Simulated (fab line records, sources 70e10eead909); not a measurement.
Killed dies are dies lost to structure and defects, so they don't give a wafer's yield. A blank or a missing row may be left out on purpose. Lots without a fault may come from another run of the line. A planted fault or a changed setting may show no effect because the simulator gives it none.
fab line records | flow nand_harc | part 1 of 2: steps 1 to 20 of 30
record lots=5 wafers=15 last_day=32
route steps=1302 shown A_STAIRCASE@704
lots that met no fault: from a run of the same line without faults
start_h: hours from the record's first day to the start of the lot's first wafer shown | wait_h: hours since the lot's step before | " the same as in the row above | L1.1+2: a row that stands for several wafers | - no value, or no start given | * or withheld: withheld | < > ~ a bound
route shown NAME@n: a module of which the file shows steps, and the number in the route of the first | usual: mean/standard deviation of fault-free wafers | same: alike in all rows | chamber/n: place in a boat | sites: the reading at each site | _std_site: their standard deviation | _edge_site: outer sites' mean less inner sites' | radius_mm: how far each site lies from the wafer's centre | mask NAME#n: copy n | behind: the tool/chamber that last shaped the wafer | hold: why the lot was held/for how many hours/how that ended | device: the transistor (n, p or np) that didn't switch | end of line: the same wafers' tests at the end of the route | a step without rows: its recipe alone | killed: dies lost to structure and defects at the first sort, not the wafer's yield | map: a wafer's dies, x killed, . not, _ none there
set.NAME: the setting as run; set.NAME@STEP: as run at that earlier step | model.NAME: the simulator's own value behind a step, which no gauge read
lots at some steps of the route; a table a step, a row a wafer
services: from which hour (start_h, from the record's first day; less than 0 if before it) a tool's chamber was out of use, for how many hours, and why
## steps
# step NHARC_A_STAIRCASE_ETCH_190
# recipe target_depth_a=1000 time_s=40.5 ion_energy_ev=400 c4f8_flow_sccm=20 o2_flow_sccm=10 ar_flow_sccm=withheld rf_w=600 bias_w=1000 chemistry=C4F8/O2
# usual oes_product_au=0.935/0.012 rf_vpp_V=894/4.7
# columns lot.wafer tool chamber start_h wait_h oes_product_au rf_hours_counter_h rf_vpp_V
L075.1 rie_diel-03 3 - - 0.927 26 896
L075.3 " 1 " " 0.950 22 898
L075.6 " 3 " " 0.927 - 898
L078.2 rie_diel-03 0 - - 0.906 29 899
L078.4 " 0 " " 0.917 - 898
L078.6 " 2 " " 0.916 - 888
L083.1 rie_diel-02 3 - - 0.932 19 893
L083.6 " 0 " " 0.938 - 897
L083.5 " 1 " " 0.924 - 892
L092.2 rie_diel-05 1 - - 0.919 34 900
L092.3 " 3 " " 0.939 35 896
L092.6 " 1 " " 0.927 - 902
L095.3 rie_diel-02 0 - - 0.959 55 898
L095.1 " 1 " " 0.931 54 891
L095.2 " 2 " " 0.949 55 886
# step NHARC_A_STAIRCASE_TRIM_191
# recipe time_s=211.2 o2_flow_sccm=500 ar_flow_sccm=0 bias_w=0 chemistry=O2
# usual drypump_motor_current_A=6.0/0.42 oes_product_au=0.998/0.01 rf_vpp_V=57.6/0.97 showerhead_plenum_p_Torr=3.47/0.13 throttle_valve_pct=17.037/0.009
# columns lot.wafer tool chamber start_h wait_h drypump_motor_current_A oes_product_au rf_hours_counter_h rf_vpp_V showerhead_plenum_p_Torr throttle_valve_pct
L075.3 rie_diel-03 2 - - 6.6 0.980 25 57.3 3.31 17.026
L075.1 " 3 " " 6.4 0.986 26 57.6 3.54 17.035
L075.6 " 1 " " 5.6 0.998 - 58.2 3.64 17.021
L078.2 rie_diel-03 0 - - 5.7 0.986 30 57.7 3.58 17.012
L078.6 " 0 " " 5.7 0.994 - 56.6 3.58 17.034
L078.4 " 2 " " 6.6 0.986 - 56.4 3.31 17.046
L083.1 rie_diel-02 3 - - 6.1 1.008 19 58.7 3.49 17.039
L083.5 " 3 " " 6.1 1.014 - 56.3 3.49 17.040
L083.6 " 0 " " 5.6 1.016 - 55.9 3.59 17.056
L092.2 rie_diel-05 3 - - 5.2 1.001 35 58.9 3.53 17.034
L092.3 " 0 " " 6.8 0.981 34 58.0 3.27 17.038
L092.6 " 2 " " 5.8 1.004 - 58.7 3.42 17.029
L095.1 rie_diel-02 1 - - 6.0 0.985 54 58.4 3.38 17.045
L095.3 " 2 " " 6.0 1.004 55 57.1 3.30 17.037
L095.2 " 0 " " 5.6 1.025 55 57.4 3.57 17.038
# step NHARC_A_STAIRCASE_ETCH_192
# recipe target_depth_a=1000 time_s=40.5 ion_energy_ev=400 c4f8_flow_sccm=20 o2_flow_sccm=10 ar_flow_sccm=withheld rf_w=600 bias_w=1000 chemistry=C4F8/O2
# usual oes_product_au=0.936/0.012 rf_vpp_V=894/4.7
# columns lot.wafer tool chamber start_h wait_h oes_product_au rf_hours_counter_h rf_vpp_V
L075.3 rie_diel-03 2 - - 0.943 25 888
L075.1 " 1 " " 0.943 22 901
L075.6 " 2 " " 0.927 - 888
L078.2 rie_diel-03 0 - - 0.927 30 898
L078.6 " 2 " " 0.916 - 887
L078.4 " 0 " " 0.926 - 897
L083.1 rie_diel-02 3 - - 0.934 20 894
L083.6 " 0 " " 0.935 - 899
L083.5 " 1 " " 0.938 - 892
L092.3 rie_diel-05 0 - - 0.937 34 886
L092.2 " 1 " " 0.934 34 901
L092.6 " 3 " " 0.947 - 897
L095.2 rie_diel-02 0 - - 0.953 55 898
L095.3 " 2 " " 0.938 55 888
L095.1 " 3 " " 0.942 51 893
# step NHARC_A_STAIRCASE_TRIM_193
# recipe time_s=211.2 o2_flow_sccm=500 ar_flow_sccm=0 bias_w=0 chemistry=O2
# usual drypump_motor_current_A=6.0/0.42 oes_product_au=0.997/0.0092 rf_vpp_V=57.7/0.81 showerhead_plenum_p_Torr=3.47/0.13 throttle_valve_pct=17.035/0.0088
# columns lot.wafer tool chamber start_h wait_h drypump_motor_current_A oes_product_au rf_hours_counter_h rf_vpp_V showerhead_plenum_p_Torr throttle_valve_pct
L075.1 rie_diel-03 2 - - 6.6 0.981 25 57.6 3.31 17.023
L075.3 " 3 " " 6.3 0.983 26 57.8 3.54 17.036
L075.6 " 2 " " 6.6 0.985 - 56.9 3.31 17.038
L078.2 rie_diel-03 0 - - 5.7 0.973 30 57.4 3.58 17.027
L078.6 " 3 " " 6.4 0.993 - 56.8 3.53 17.030
L078.4 " 0 " " 5.7 0.986 - 56.7 3.58 17.034
L083.1 rie_diel-02 3 - - 6.1 1.006 20 56.6 3.49 17.033
L083.6 " 0 " " 5.6 1.001 - 57.8 3.59 17.026
L083.5 " 1 " " 6.0 0.997 - 58.8 3.40 17.053
L092.2 rie_diel-05 0 - - 6.7 0.989 34 58.2 3.27 17.028
L092.3 " 2 " " 5.8 1.000 36 57.7 3.42 17.037
L092.6 " 0 " " 6.7 0.982 - 56.8 3.27 17.039
L095.1 rie_diel-02 2 - - 6.0 1.009 55 58.5 3.30 17.036
L095.2 " 0 " " 5.5 1.014 55 57.7 3.57 17.035
L095.3 " 1 " " 6.0 0.989 54 56.5 3.38 17.040
# step NHARC_A_STAIRCASE_ETCH_194
# recipe target_depth_a=1000 time_s=40.5 ion_energy_ev=400 c4f8_flow_sccm=20 o2_flow_sccm=10 ar_flow_sccm=withheld rf_w=600 bias_w=1000 chemistry=C4F8/O2
# usual oes_product_au=0.940/0.012 rf_vpp_V=894/4.8
# columns lot.wafer tool chamber start_h wait_h oes_product_au rf_hours_counter_h rf_vpp_V
L075.3 rie_diel-03 2 - - 0.935 25 889
L075.1 " 1 " " 0.942 22 899
L075.6 " 2 " " 0.938 - 888
L078.2 rie_diel-03 0 - - 0.926 31 898
L078.6 " 0 " " 0.916 - 898
L078.4 " 3 " " 0.921 - 896
L083.1 rie_diel-02 2 - - 0.935 25 887
L083.6 " 1 " " 0.922 - 891
L083.5 " 2 " " 0.930 - 888
L092.2 rie_diel-05 2 - - 0.954 36 893
L092.3 " 1 " " 0.934 34 901
L092.6 " 3 " " 0.947 - 895
L095.3 rie_diel-02 0 - - 0.955 56 898
L095.1 " 1 " " 0.938 55 889
L095.2 " 3 " " 0.936 51 894
# step NHARC_A_STAIRCASE_TRIM_196
# recipe time_s=211.2 o2_flow_sccm=500 ar_flow_sccm=0 bias_w=0 chemistry=O2
# usual drypump_motor_current_A=6.0/0.48 oes_product_au=0.996/0.0091 rf_vpp_V=57.7/0.93 showerhead_plenum_p_Torr=3.48/0.13 throttle_valve_pct=17.039/0.0097
# columns lot.wafer tool chamber start_h wait_h drypump_motor_current_A oes_product_au rf_hours_counter_h rf_vpp_V showerhead_plenum_p_Torr throttle_valve_pct
L075.3 rie_diel-03 0 361.36 0.1 5.7 0.981 22 58.5 3.58 17.035
L075.1 " 1 " " 5.6 0.988 22 58.4 3.64 17.039
L075.6 " 0 " " 5.7 0.994 - 57.4 3.58 17.039
L078.2 rie_diel-02 3 388.98 0.1 6.1 1.011 56 58.3 3.51 17.013
L078.4 " 2 " " 6.0 0.999 56 58.3 3.33 17.040
L078.6 " 0 " " 5.6 1.005 - 58.7 3.60 17.041
L083.1 rie_diel-05 2 467.35 0.1 5.9 1.005 16 58.4 3.43 17.019
L083.5 " 2 " " 5.9 1.003 - 59.0 3.43 17.058
L083.6 " 3 " " 5.2 1.020 - 58.6 3.54 17.040
L092.3 rie_diel-03 3 529.24 0.1 6.3 0.992 22 58.1 3.51 17.033
L092.2 " 2 " " 6.6 0.989 19 57.1 3.28 17.037
L092.6 " 2 " " 6.6 0.998 - 56.3 3.28 17.039
L095.2 rie_diel-05 0 565.77 0.1 6.7 0.998 45 57.6 3.27 17.035
L095.3 " 1 " " 6.2 1.000 53 59.1 3.63 17.033
L095.1 " 3 " " 5.2 1.004 47 57.7 3.53 17.024
# step NHARC_A_STAIRCASE_ETCH_197
# recipe target_depth_a=1000 time_s=40.5 ion_energy_ev=400 c4f8_flow_sccm=20 o2_flow_sccm=10 ar_flow_sccm=withheld rf_w=600 bias_w=1000 chemistry=C4F8/O2
# usual oes_product_au=0.943/0.017 rf_vpp_V=894/5
# columns lot.wafer tool chamber start_h wait_h oes_product_au rf_hours_counter_h rf_vpp_V
L075.1 rie_diel-03 1 - - 0.944 22 901
L075.3 " 2 " " 0.930 25 888
L075.6 " 3 " " 0.930 - 896
L078.2 rie_diel-02 1 - - 0.961 60 892
L078.4 " 3 " " 0.943 56 895
L078.6 " 1 " " 0.957 - 891
L083.1 rie_diel-05 3 - - 0.930 17 896
L083.6 " 0 " " 0.918 - 887
L083.5 " 1 " " 0.918 - 901
L092.2 rie_diel-03 0 - - 0.954 19 896
L092.3 " 2 " " 0.959 20 887
L092.6 " 2 " " 0.968 - 888
L095.1 rie_diel-05 1 - - 0.908 53 898
L095.2 " 3 " " 0.934 47 896
L095.3 " 0 " " 0.906 45 886
# step NHARC_A_STAIRCASE_TRIM_198
# recipe time_s=211.2 o2_flow_sccm=500 ar_flow_sccm=0 bias_w=0 chemistry=O2
# usual drypump_motor_current_A=6.0/0.49 oes_product_au=0.997/0.0084 rf_vpp_V=57.8/0.87 showerhead_plenum_p_Torr=3.48/0.13 throttle_valve_pct=17.036/0.01
# columns lot.wafer tool chamber start_h wait_h drypump_motor_current_A oes_product_au rf_hours_counter_h rf_vpp_V showerhead_plenum_p_Torr throttle_valve_pct
L075.1 rie_diel-03 1 - - 5.6 1.020 22 58.9 3.64 17.031
L075.3 " 3 " " 6.4 0.994 26 58.1 3.54 17.048
L075.6 " 1 " " 5.6 1.006 - 58.1 3.64 17.034
L078.4 rie_diel-02 3 - - 6.1 1.002 56 56.8 3.51 17.020
L078.2 " 0 " " 5.6 0.996 60 60.7 3.60 17.039
L078.6 " 2 " " 6.0 1.000 - 57.9 3.33 17.026
L083.1 rie_diel-05 2 - - 5.8 0.995 16 59.0 3.43 17.032
L083.5 " 1 " " 6.2 0.979 - 56.9 3.65 17.034
L083.6 " 2 " " 5.8 0.992 - 56.5 3.43 17.032
L092.2 rie_diel-03 2 - - 6.6 1.002 20 56.7 3.28 17.032
L092.3 " 3 " " 6.3 0.997 22 57.2 3.51 17.024
L092.6 " 3 " " 6.4 0.986 - 57.6 3.51 17.031
L095.2 rie_diel-05 0 - - 6.8 0.987 45 57.4 3.27 17.035
L095.3 " 1 " " 6.2 0.992 53 57.8 3.63 17.038
L095.1 " 3 " " 5.2 1.005 47 58.6 3.53 17.021
# step NHARC_A_STAIRCASE_ETCH_199
# recipe target_depth_a=1000 time_s=40.5 ion_energy_ev=400 c4f8_flow_sccm=20 o2_flow_sccm=10 ar_flow_sccm=withheld rf_w=600 bias_w=1000 chemistry=C4F8/O2
# usual oes_product_au=0.942/0.011 rf_vpp_V=895/4.7
# columns lot.wafer tool chamber start_h wait_h oes_product_au rf_hours_counter_h rf_vpp_V
L075.3 rie_diel-03 0 - - 0.953 23 898
L075.1 " 2 " " 0.926 25 888
L075.6 " 0 " " 0.932 - 899
L078.2 rie_diel-02 0 - - 0.960 60 900
L078.4 " 1 " " 0.963 60 892
L078.6 " 0 " " 0.954 - 898
L083.1 rie_diel-05 3 - - 0.954 17 895
L083.5 " 2 " " 0.943 - 892
L083.6 " 3 " " 0.949 - 897
L092.3 rie_diel-03 2 - - 0.955 20 888
L092.2 " 3 " " 0.944 22 895
L092.6 " 3 " " 0.945 - 895
L095.2 rie_diel-05 0 - - 0.928 45 886
L095.1 " 1 " " 0.931 53 900
L095.3 " 3 " " 0.937 47 896
# step NHARC_A_STAIRCASE_TRIM_200
# recipe time_s=211.2 o2_flow_sccm=500 ar_flow_sccm=0 bias_w=0 chemistry=O2
# usual drypump_motor_current_A=6.1/0.48 oes_product_au=0.995/0.0081 rf_vpp_V=57.7/0.84 showerhead_plenum_p_Torr=3.48/0.14 throttle_valve_pct=17.036/0.0093
# columns lot.wafer tool chamber start_h wait_h drypump_motor_current_A oes_product_au rf_hours_counter_h rf_vpp_V showerhead_plenum_p_Torr throttle_valve_pct
L075.1 rie_diel-03 3 - - 6.3 1.001 26 57.2 3.54 17.026
L075.3 " 1 " " 5.6 1.004 22 57.0 3.64 17.048
L075.6 " 3 " " 6.3 0.982 - 57.7 3.54 17.041
L078.2 rie_diel-02 1 - - 6.0 0.987 60 56.9 3.41 17.010
L078.4 " 2 " " 6.0 0.999 57 56.8 3.33 17.040
L078.6 " 3 " " 6.1 1.007 - 57.2 3.51 17.045
L083.1 rie_diel-05 0 - - 6.7 1.001 17 58.0 3.28 17.041
L083.6 " 3 " " 5.2 1.007 - 58.0 3.54 17.029
L083.5 " 0 " " 6.7 1.001 - 58.8 3.28 17.052
L092.2 rie_diel-03 3 - - 6.3 0.997 22 58.3 3.51 17.025
L092.3 " 2 " " 6.7 0.996 20 57.0 3.28 17.035
L092.6 " 2 " " 6.6 0.991 - 58.0 3.28 17.030
L095.1 rie_diel-05 0 - - 6.7 0.997 45 57.8 3.27 17.039
L095.2 " 1 " " 6.2 0.992 53 57.7 3.63 17.034
L095.3 " 3 " " 5.2 1.001 48 58.6 3.53 17.038
# step NHARC_A_STAIRCASE_ETCH_201
# recipe target_depth_a=1000 time_s=40.5 ion_energy_ev=400 c4f8_flow_sccm=20 o2_flow_sccm=10 ar_flow_sccm=withheld rf_w=600 bias_w=1000 chemistry=C4F8/O2
# usual oes_product_au=0.937/0.0099 rf_vpp_V=894/5
# columns lot.wafer tool chamber start_h wait_h oes_product_au rf_hours_counter_h rf_vpp_V
L075.3 rie_diel-03 0 - - 0.938 23 898
L075.1 " 2 " " 0.928 25 889
L075.6 " 0 " " 0.941 - 897
L078.2 rie_diel-02 0 - - 0.931 60 900
L078.4 " 2 " " 0.939 57 889
L078.6 " 3 " " 0.940 - 895
L083.1 rie_diel-05 2 - - 0.944 16 892
L083.6 " 1 " " 0.927 - 899
L083.5 " 2 " " 0.930 - 892
L092.2 rie_diel-03 0 - - 0.943 19 896
L092.3 " 2 " " 0.943 20 887
L092.6 " 3 " " 0.932 - 895
L095.2 rie_diel-05 0 - - 0.931 46 885
L095.3 " 1 " " 0.925 54 900
L095.1 " 3 " " 0.944 48 896
# step NHARC_A_STAIRCASE_TRIM_202
# recipe time_s=211.2 o2_flow_sccm=500 ar_flow_sccm=0 bias_w=0 chemistry=O2
# usual drypump_motor_current_A=6.0/0.5 oes_product_au=0.993/0.0084 rf_vpp_V=57.5/0.92 showerhead_plenum_p_Torr=3.48/0.13 throttle_valve_pct=17.036/0.0082
# columns lot.wafer tool chamber start_h wait_h drypump_motor_current_A oes_product_au rf_hours_counter_h rf_vpp_V showerhead_plenum_p_Torr throttle_valve_pct
L075.3 rie_diel-03 2 - - 6.7 0.986 25 56.8 3.31 17.040
L075.1 " 1 " " 5.6 1.009 22 58.0 3.64 17.048
L075.6 " 3 " " 6.4 0.997 - 57.0 3.54 17.032
L078.2 rie_diel-02 0 - - 5.6 0.987 60 59.3 3.60 17.035
L078.4 " 2 " " 6.0 1.001 57 57.0 3.33 17.031
L078.6 " 0 " " 5.6 0.981 - 57.9 3.60 17.041
L083.1 rie_diel-05 3 - - 5.2 0.997 17 59.0 3.54 17.025
L083.6 " 3 " " 5.2 0.997 - 56.0 3.54 17.035
L083.5 " 0 " " 6.7 0.988 - 57.5 3.28 17.042
L092.2 rie_diel-03 2 - - 6.6 1.005 20 57.0 3.28 17.023
L092.3 " 3 " " 6.3 0.984 22 60.3 3.51 17.047
L092.6 " 2 " " 6.6 0.992 - 57.9 3.28 17.036
L095.3 rie_diel-05 1 - - 6.2 0.989 54 58.2 3.63 17.032
L095.1 " 3 " " 5.2 1.002 48 57.7 3.53 17.035
L095.2 " 0 " " 6.7 0.991 46 57.0 3.27 17.031
# step NHARC_A_STAIRCASE_ETCH_203
# recipe target_depth_a=1000 time_s=40.5 ion_energy_ev=400 c4f8_flow_sccm=20 o2_flow_sccm=10 ar_flow_sccm=withheld rf_w=600 bias_w=1000 chemistry=C4F8/O2
# usual oes_product_au=0.939/0.0099 rf_vpp_V=894/4.9
# columns lot.wafer tool chamber start_h wait_h oes_product_au rf_hours_counter_h rf_vpp_V
L075.1 rie_diel-03 3 - - 0.932 26 896
L075.3 " 0 " " 0.944 23 899
L075.6 " 2 " " 0.934 - 888
L078.4 rie_diel-02 1 - - 0.949 61 892
L078.2 " 2 " " 0.939 57 890
L078.6 " 1 " " 0.948 - 892
L083.1 rie_diel-05 0 - - 0.936 18 885
L083.6 " 2 " " 0.939 - 892
L083.5 " 3 " " 0.947 - 896
L092.2 rie_diel-03 2 - - 0.944 20 886
L092.3 " 3 " " 0.928 22 895
L092.6 " 2 " " 0.944 - 887
L095.1 rie_diel-05 1 - - 0.920 54 899
L095.2 " 3 " " 0.937 48 896
L095.3 " 0 " " 0.924 46 885
# step NHARC_A_STAIRCASE_STRIP_205
# recipe power_w=1500 temp_c=250 chemistry=O2
# usual drypump_motor_current_A=5.4/0.5 heater_power_w=313/32
# columns lot.wafer tool chamber start_h wait_h drypump_motor_current_A heater_power_w rf_hours_counter_h
L075.1 plasma_asher-02 1 362.41 0.1 4.7 344 22
L075.3 " 1 " " 4.7 349 -
L075.6 " 0 " " 4.9 297 -
L078.2 plasma_asher-01 1 390.07 0.1 5.9 338 9
L078.4 " 0 " " 5.8 282 -
L078.6 " 0 " " 5.7 282 -
L083.1 plasma_asher-01 0 468.90 0.3 5.7 280 22
L083.6 " 1 " " 5.9 337 -
L083.5 " 0 " " 5.7 278 -
L092.2 plasma_asher-02 0 530.51 0.1 4.9 289 25
L092.3 " 0 " " 4.9 302 -
L092.6 " 1 " " 4.7 351 -
L095.2 plasma_asher-01 1 567.31 0.1 5.8 325 7
L095.1 " 0 " " 5.8 266 7
L095.3 " 1 " " 5.9 321 -
# step NHARC_A_STAIRCASE_STRIP_206
# recipe time_s=900 temp_c=130 chemistry=SPM
# usual bath_guard_temp_C=130.0/0.5
# columns lot.wafer tool chamber start_h wait_h bath_guard_temp_C
L075.3 wet_bench-05 6 362.78 0.2 129.1
L075.6 " 7 " " 130.7
L075.1 " 0 " " 129.3
L078.6 wet_bench-05 0 390.44 0.1 129.2
L078.2 " 1 " " 130.4
L078.4 " 3 " " 130.0
L083.6 wet_bench-03 0 469.21 0.1 131.4
L083.1 " 2 " " 130.3
L083.5 " 4 " " 130.6
L092.3 wet_bench-03 5 530.81 0.2 130.0
L092.6 " 6 " " 129.4
L092.2 " 1 " " 129.8
L095.2 wet_bench-05 5 567.66 0.3 130.2
L095.3 " 7 " " 130.2
L095.1 " 0 " " 129.7
# step NHARC_A_STAIRCASE_PRECLEAN_207
# recipe time_s=* temp_c=50 bath_age_min=0 chemistry=SC1
# usual bath_guard_temp_C=50.0/0.46
# columns lot.wafer tool chamber start_h wait_h bath_guard_temp_C
L075.3 wet_bench-05 6 - - 49.8
L075.6 " 7 " " 49.9
L075.1 " 0 " " 49.4
L078.6 wet_bench-05 0 - - 49.5
L078.2 " 1 " " 50.1
L078.4 " 3 " " 49.7
L083.6 wet_bench-03 0 - - 51.4
L083.1 " 2 " " 50.3
L083.5 " 4 " " 50.4
L092.3 wet_bench-03 5 - - 50.2
L092.6 " 6 " " 49.9
L092.2 " 1 " " 49.2
L095.2 wet_bench-05 5 - - 49.9
L095.3 " 7 " " 49.6
L095.1 " 0 " " 49.7
# step NHARC_A_STAIRCASE_SRD_208
# columns lot.wafer tool chamber start_h wait_h
L075.3+6+1 wet_bench-05 6,7,0 - -
L078.6+2+4 wet_bench-05 0,1,3 - -
L083.6+1+5 wet_bench-03 0,2,4 - -
L092.3+6+2 wet_bench-03 5,6,1 - -
L095.2+3+1 wet_bench-05 5,7,0 - -
# step NHARC_A_STAIRCASE_DEHYDRATE_209
# recipe temp_c=150 time_s=120
# columns lot.wafer tool chamber start_h wait_h
L075.1+3+6 litho_track-03 0 363.22 -
L078.2+4+6 litho_track-02 0 390.88 -
L083.1+5+6 litho_track-02 0 469.65 -
L092.2+3+6 litho_track-02 0 531.27 -
L095.1+2+3 litho_track-05 0 568.11 -
# step NHARC_A_STAIRCASE_HMDS_210
# recipe time_s=30
# columns lot.wafer tool chamber start_h wait_h
L075.1+3+6 litho_track-03 0 - -
L078.2+4+6 litho_track-02 0 - -
L083.1+5+6 litho_track-02 0 - -
L092.2+3+6 litho_track-02 0 - -
L095.1+2+3 litho_track-05 0 - -
# step NHARC_A_STAIRCASE_COAT_211
# recipe spin_rpm=1200
# columns lot.wafer tool chamber start_h wait_h
L075.1+3+6 litho_track-03 0 - -
L078.2+4+6 litho_track-02 0 - -
L083.1+5+6 litho_track-02 0 - -
L092.2+3+6 litho_track-02 0 - -
L095.1+2+3 litho_track-05 0 - -
